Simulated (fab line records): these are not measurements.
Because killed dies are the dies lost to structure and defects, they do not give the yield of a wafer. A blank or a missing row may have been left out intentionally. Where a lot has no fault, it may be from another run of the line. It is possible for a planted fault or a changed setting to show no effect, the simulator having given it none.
The tool behind it: which one? ; flow n5Finfet ; 24 wafers from 8 lots sampled at 7 of the route's 1938 steps

## WHAT THE GAUGES SHOWED, per wafer
N5_BEOL_M4_RC_MEAS_101. Usual: DIBL_N 36.9 mV/V, standard deviation 1.7; DIBL_P 36.7 mV/V, standard deviation 2.1; IOFF_N 0.17 nA/um, standard deviation 0.032; IOFF_P 0.22 nA/um, standard deviation 0.036; ION_N 674 uA/um, standard deviation 12; ION_P 461 uA/um, standard deviation 7; SS_N 71.7 mV/dec, standard deviation 0.6; SS_P 73.4 mV/dec, standard deviation 0.67; VT_N 249 mV, standard deviation 3.1; VT_P -250 mV, standard deviation 3.2.
lot;measured;on;DIBL_N (mV/V);DIBL_P (mV/V);IOFF_N (nA/um);IOFF_P (nA/um);ION_N (uA/um);ION_P (uA/um);SS_N (mV/dec);SS_P (mV/dec);VT_N (mV);VT_P (mV);flag
L582;day 9 00:19;prober-02;37.7 36.5 36.5;37.5 35.6 36.0;0.18 0.16 0.16;0.22 0.19 0.19;674 666 676;463 456 453;71.6 71.3 71.7;73.8 73.2 73.5;250 250 250;-249 -252 -252;
L587;day 9 04:58;prober-01;38.8 36.9 37.5;41.7 38.2 38.4;0.23 0.18 0.19;0.27 0.21 0.21;694 676 683;468 452 456;72.2 71.8 71.6;74.3 73.9 74.3;245 250 248;-251 -252 -254;
L590;day 10 05:55;prober-01;34.8 34.6 35.2;34.7 34.8 35.8;0.15 0.13 0.15;0.20 0.21 0.23;662 657 673;461 454 464;71.6 70.7 71.5;72.5 71.8 72.8;251 253 251;-249 -252 -249;
L593;day 11 00:52;prober-01;37.7 34.9 36.2;38.5 36.7 37.5;0.19 0.14 0.16;0.26 0.21 0.23;688 677 677;475 466 461;72.3 70.8 72.2;73.5 73.7 72.3;248 253 248;-245 -249 -246;
L597;day 11 13:01;prober-01;36.7 37.6 36.9;36.8 36.9 36.5;0.14 0.18 0.15;0.19 0.19 0.18;664 671 660;454 455 456;71.6 72.4 71.9;73.0 72.8 72.7;251 248 252;-253 -251 -252;
L599;day 12 15:16;prober-02;36.3 34.8 37.2;35.0 33.8 35.8;0.17 0.13 0.18;0.26 0.23 0.26;681 668 681;470 469 471;71.5 71.8 71.3;72.7 72.6 73.8;247 254 247;-245 -245 -245;
L603;day 13 07:12;prober-02;37.5 38.9 35.0;38.7 40.3 35.1;0.20 0.23 0.14;0.28 0.30 0.22;681 696 660;473 471 468;72.4 72.0 71.2;74.4 74.2 73.2;244 245 251;-247 -243 -249;
L604;day 14 00:20;prober-01;39.1 37.7 39.5;38.5 37.1 39.5;0.18 0.16 0.19;0.23 0.22 0.26;663 659 681;460 458 467;71.9 72.1 72.8;74.1 73.7 73.8;251 252 251;-249 -248 -247;

N5_BEOL_M10_THK_MEAS_53: measures by xrf. Usual: for M10_THK the level is 136.2 nm and the standard deviation is 2.3.
lot;measured;on;M10_THK (nm);flag
L582;day 10 23:06;filmMetro-01;140.7 140.4 138.2;
L587;day 11 12:11;filmMetro-02;136.2 133.8 135.0;
L590;day 12 08:36;filmMetro-02;134.2 135.2 135.1;
L593;day 13 17:59;filmMetro-02;312.4 310.4 311.5;OFF
L597;day 13 18:01;filmMetro-01;315.2 310.4 313.8;OFF
L599;day 14 20:02;filmMetro-01;135.9 139.2 134.5;
L603;day 15 13:04;filmMetro-02;134.5 137.4 139.6;
L604;day 16 13:51;filmMetro-02;139.9 138.4 140.5;

N5_BEOL_M10_RS_MEAS_57: measures by four-point-probe. Usual: for M10_RS the level is 0.1531 ohm/sq and the standard deviation is 0.0027.
lot;measured;on;M10_RS (ohm/sq);flag
L582;day 10 23:14;filmMetro-02;0.1490 0.1494 0.1519;
L587;day 11 12:19;filmMetro-02;0.1537 0.1569 0.1541;
L590;day 12 08:44;filmMetro-02;0.1530 0.1525 0.1516;
L593;day 13 18:08;filmMetro-02;0.0604 0.0604 0.0599;OFF
L597;day 13 18:08;filmMetro-01;0.0607 0.0614 0.0605;OFF
L599;day 14 20:10;filmMetro-01;0.1539 0.1496 0.1560;
L603;day 15 13:12;filmMetro-02;0.1549 0.1506 0.1487;
L604;day 16 13:59;filmMetro-02;0.1485 0.1498 0.1474;

N5_BEOL_M10_INSPECT_58: inspects for defects (darkfield). Usual: rawDefectCount at 73, with a standard deviation of 22.
lot;measured;on;rawDefectCount;flag
L582;day 10 23:16;defectInspect-01;83 52 55;
L587;day 11 12:21;defectInspect-01;100 140 111;
L590;day 12 08:46;defectInspect-01;96 109 78;
L593;day 13 18:09;defectInspect-01;2376 2354 2357;OFF
L597;day 13 18:10;defectInspect-02;2281 2253 2397;OFF
L599;day 14 20:11;defectInspect-01;74 76 82;
L603;day 15 13:14;defectInspect-01;69 70 54;
L604;day 16 14:01;defectInspect-01;89 88 104;

## WHICH TOOL RAN EACH LOT (tool, then ch and the chambers of the sampled wafers, then the start)
lot;N5_BEOL_M10_STRIP_77;N5_BEOL_M10_PRE_CLEAN_45;N5_BEOL_M10_CMP_52
L582;rieDiel-04 ch 0,2,3, day 10 21:32 or earlier;pvdSputter-03, day 10 21:32;cmp-01 ch 0,2,3, day 10 22:49
L587;rieDiel-04 ch 0,2, day 11 08:58 or earlier;pvdSputter-03, day 11 08:58;cmp-02 ch 1,2,3, day 11 11:53
L590;rieDiel-04 ch 1,3, day 12 07:02 or earlier;pvdSputter-02, day 12 07:02;cmp-03 ch 1,2, day 12 08:18
L593;rieDiel-02 ch 0,1,2, day 13 15:59 or earlier;pvdSputter-03, day 13 15:59;cmp-01 ch 0,1,3, day 13 17:42
L597;rieDiel-04 ch 0,2,3, day 13 16:04 or earlier;pvdSputter-03, day 13 16:04;cmp-02 ch 0,2,3, day 13 17:45
L599;rieDiel-05 ch 0,2,3, day 14 18:17 or earlier;pvdSputter-01, day 14 18:17;cmp-01 ch 0,1,2, day 14 19:51
L603;rieDiel-02 ch 0,1,3, day 15 09:40 or earlier;pvdSputter-03, day 15 09:40;cmp-03 ch 1,2,3, day 15 12:46
L604;rieDiel-04 ch 0,1,2, day 16 12:02 or earlier;pvdSputter-03, day 16 12:02;cmp-03 ch 0,1,2, day 16 13:40
- N5_BEOL_M10_STRIP_77: strips in N2/H2, time 10 s.
- N5_BEOL_M10_PRE_CLEAN_45: time 30 s.
- N5_BEOL_M10_CMP_52: polishes, stops on SiCOH lowk, t overpolish 7 s, target thk 140 nm.

## AS READ BY THE TOOLS THEMSELVES (means over the sampled wafers that have a number; for cases with no such wafer, the mark the record gives instead)
N5_BEOL_M10_STRIP_77. Usual: drypumpMotorCurrentA 5.4 A, standard deviation 0.38; oesProductAu 0.75 a.u., standard deviation 0.079; rfVppV 59.0 V, standard deviation 0.82; showerheadPlenumPTorr 2.50 Torr, standard deviation 0.094; throttleValvePct 23.64 %, standard deviation 0.28.
lot;tool;drypumpMotorCurrentA (A);oesProductAu (a.u.);rfVppV (V);showerheadPlenumPTorr (Torr);throttleValvePct (%);flag
L582;rieDiel-04;5.4;0.74;58.8;2.43;23.58;
L587;rieDiel-04;5.5;0.74;58.1;2.43;23.70;
L590;rieDiel-04;5.4;0.68;59.3;2.53;23.67;
L593;rieDiel-02;5.5;0.73;58.9;2.53;23.74;
L597;rieDiel-04;5.4;0.72;58.8;2.42;23.62;
L599;rieDiel-05;5.5;0.75;59.2;2.61;23.52;
L603;rieDiel-02;5.3;0.76;59.0;2.50;23.65;
L604;rieDiel-04;5.3;0.89;59.9;2.58;23.45;

N5_BEOL_M10_PRE_CLEAN_45. Usual: heaterPowerW at 349 W, with a standard deviation of 65.
lot;tool;heaterPowerW (W);flag
L582;pvdSputter-03;415;
L587;pvdSputter-03;300;
L590;pvdSputter-02;370;
L593;pvdSputter-03;351;
L597;pvdSputter-03;359;
L599;pvdSputter-01;319;
L603;pvdSputter-03;304;
L604;pvdSputter-03;317;

N5_BEOL_M10_CMP_52. Usual: barrierFieldEndpointS 28.8 s, standard deviation 0.76; clearingPlatenDownForcePsi 1.500 psi, standard deviation 0.0032; motorCurrentA 6.3 A, standard deviation 0.71; overpolishRunS 7.000 s, standard deviation 0.0087; retainingRingPressureFrac 1.000, standard deviation 0.0052; slurryFilterDpKPa 13.49 kPa, standard deviation 0.12; timeToEndpointS 66 s, standard deviation 4.
lot;tool;barrierFieldEndpointS (s);clearingPlatenDownForcePsi (psi);motorCurrentA (A);overpolishRunS (s);retainingRingPressureFrac;slurryFilterDpKPa (kPa);timeToEndpointS (s);flag
L582;cmp-01;29.0;1.501;5.9;7.009;0.996;13.49;66;
L587;cmp-02;27.9;1.499;6.3;7.002;1.000;13.47;61;
L590;cmp-03;29.1;1.501;7.0;6.994;1.000;13.42;67;
L593;cmp-01;-;-;-;-;-;-;-;OFF
L597;cmp-02;-;-;-;-;-;-;-;OFF
L599;cmp-01;28.0;1.498;5.4;6.993;1.000;13.55;65;
L603;cmp-03;28.9;1.500;7.0;7.000;1.001;13.56;69;
L604;cmp-03;28.8;1.500;6.6;6.995;0.998;13.47;65;

## THE ANSWER, worked out from the rows above alone
Rule: a lot is off if the mean of its wafers that have a number lies more than 3 standard deviations from the usual mean. Also off: a lot with no number at a reading for which 4 or more lots have one. The other lots that the step has rows for count as sound. Order of review: gauges by route order, followed by the tools' own readings, for which a lot's mean as printed above is used. The first step at which some lot is off is used, and at that step the reading that is off furthest; a lot without a number counts as furthest.
Off: L593, L597, at N5_BEOL_M10_THK_MEAS_53 (M10_THK).
If a tool, at a process step before that reading, ran all the lots that are off and no sound lot after the first of them, it fits. Not tried: the gauges at N5_BEOL_M10_THK_MEAS_53; whatever is off there is also off at N5_BEOL_M10_INSPECT_58, on other tools, and gauge error can't account for it. N5_BEOL_M10_STRIP_77 gives no start for some lots, so the hours and the order of its lots are those of N5_BEOL_M10_PRE_CLEAN_45. No candidate that was tried fits.

## WHAT THE SIMULATOR HAD PUT IN
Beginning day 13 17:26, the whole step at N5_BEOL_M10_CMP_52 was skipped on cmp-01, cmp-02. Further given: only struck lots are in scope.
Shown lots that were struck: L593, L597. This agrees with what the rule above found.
